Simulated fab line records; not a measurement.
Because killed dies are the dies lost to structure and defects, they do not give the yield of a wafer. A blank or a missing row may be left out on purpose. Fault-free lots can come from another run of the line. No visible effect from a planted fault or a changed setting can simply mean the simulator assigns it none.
Comparing a struck lot with a sound one / flow n5 finfet / 18 out of 1938 route steps
Sound: the wafers L830.2, L830.3, L830.6. Struck: wafers L816.2, L816.5, L816.6. The cause is named last.
Per side, at each step with rows, come the tool, then ch with its chambers, and then its first start. Under that, the readings that differ: sound wafers / struck wafers / difference of the means / sigmas: that difference in standard deviations of wafers without a fault.
alike: words and numbers the same on both sides, and readings whose means are apart by under 2 such deviations; not compared: readings that were withheld, readings missing a value for some wafer, numbers with overlapping values and no deviation given by the record, and bounds like >300 which may hide the same value.
A row with sigmas, a row that says differs or no value, or rows on one side alone: a step with any of these is where the two part. When numbers do not overlap yet have no deviation, they are printed without sigmas and do not part them. A reading that every wafer of one side lacks parts them only if that side has two wafers or more.

first, 1 step without rows for these wafers: N5_STI_FIN_REVEAL_SRD_21 (time 30 s).
N5_STI_FIN_REVEAL_OXIDATION_33: chemistry O2 PLASMA REMOTE, time 20 s.
  sound on plasma asher-01 ch 0,1, day 7 13:47; struck on plasma asher-02 ch 0,1, day 4 00:09
  alike: drypump motor current A, heater power w, o2 flow sccm
  not compared: rf hours counter h
then, 2 steps without rows for these wafers: N5_STI_FIN_REVEAL_CLEAN_19 (cleans in O3/DIW, time 120 s); N5_STI_FIN_REVEAL_SRD_23 (time 30 s).
N5_STI_FIN_REVEAL_CD_MEAS_22: target cd 6.238 nm, pitch 28 nm.
  sound on cd sem-01, day 7 13:58; struck on cd sem-03, day 4 00:19
  alike: cd nm
N5_STI_FIN_REVEAL_FIN_H_MEAS_10:
  sound on ocd-02, day 7 13:59; struck on ocd-02, day 4 00:21
  alike: trench depth nm
then, 2 steps without rows for these wafers: N5_STI_FIN_REVEAL_PRECLEAN_18 (cleans in SC2, time 45 s); N5_STI_FIN_REVEAL_SRD_28 (time 30 s).
N5_STI_FIN_REVEAL_INSPECT_13: inspects for defects (darkfield).
  sound on defect inspect-02, day 7 14:05; struck on defect inspect-02, day 4 00:26
  alike: raw defect count
then, 2 steps without rows for these wafers: N5_DUMMY_GATE_PRECLEAN_00 (cleans in O3/DIW, time 60 s); N5_DUMMY_GATE_SRD_01 (time 30 s).
N5_DUMMY_GATE_ALD_02: deposits SiO2, target thk 2 nm, pulse time 1 s.
  sound on ald sin-02 ch 0,2,3, day 7 14:10; struck on ald sin-04 ch 0,3, day 4 00:32
  alike: heater power w, precursor pulse height rel
  not compared: since wet clean h
N5_DUMMY_GATE_CVD_03: deposits a-Si from SiH4, target thk 150 nm, time 8042 s.
  sound on lpcvd-02 ch 1/100,1/114,1/95, day 7 14:17; struck on lpcvd-01 ch 1/45,1/59,1/64, day 4 00:38
reading=model.a-Si_of_DUMMY_GATE_CVD_03.thk nm (nm); sound=149 149.6 150.4; struck=107.2 107.8 108.6; difference=-41.8; sigmas=
then, 2 steps without rows for these wafers: N5_DUMMY_GATE_PRECLEAN_46 (cleans in DIW, time 89.5 s); N5_DUMMY_GATE_SRD_47 (dry time 32 s).
N5_DUMMY_GATE_CMP_04: polishes a-Si.
  sound on cmp-01 ch 1,3, day 7 19:52; struck on cmp-04 ch 0,3, day 4 04:22
reading=time to endpoint s (s); sound=15.3 18.7 16.7; struck=5.9 1.8 8.5; difference=-11.5; sigmas=-5
  alike: motor current A, retaining ring pressure frac, slurry filter dp kPa
N5_BEOL_M4_RC_MEAS_101:
  the record has rows for the sound wafers here (prober-01 ch 0, day 13 21:08) and none for the struck ones
-- here the record skips 9 days between the struck wafers' starts before and after, leaving off in module BEOL_M4 and picking up in module PASSIVATION (first step shown: number 1936 of the route) --
N5_PASSIVATION_PROBE_49:
  sound on prober-01, day 19 07:03; struck on prober-01, day 12 19:44
reading=defect limited yield (%); sound=92.9 93.2 92.3; struck=0 0 0; difference=-93; sigmas=-66
reading=killed at front end; sound=37 36 40; struck=1118 1121 1091; difference=+1072; sigmas=+97
reading=killed dies; sound=84 80 91; struck=1180 1180 1180; difference=+1095; sigmas=+64
reading=killed on rim; sound=6 11 10; struck=152 152 152; difference=+143; sigmas=+38
reading=sort_bin_5_function (%); sound=3.6 4.2 4.3; struck=96.1 96.5 95.9; difference=+92.1; sigmas=+94
reading=sort n pass; sound=1096 1100 1089; struck=0 0 0; difference=-1095; sigmas=-64
reading=sort yield pct (%); sound=92.9 93.2 92.3; struck=0 0 0; difference=-93; sigmas=-66
  alike: killed_at_M0_to_M3, killed_at_M4_up, killed at contacts, killed at other, killed open, killed short, sort_bin_6_memory

## WHERE THEY PART
At N5_DUMMY_GATE_CMP_04 first; at N5_PASSIVATION_PROBE_49 last (within this record only).

WHY: what had been put in by the simulator
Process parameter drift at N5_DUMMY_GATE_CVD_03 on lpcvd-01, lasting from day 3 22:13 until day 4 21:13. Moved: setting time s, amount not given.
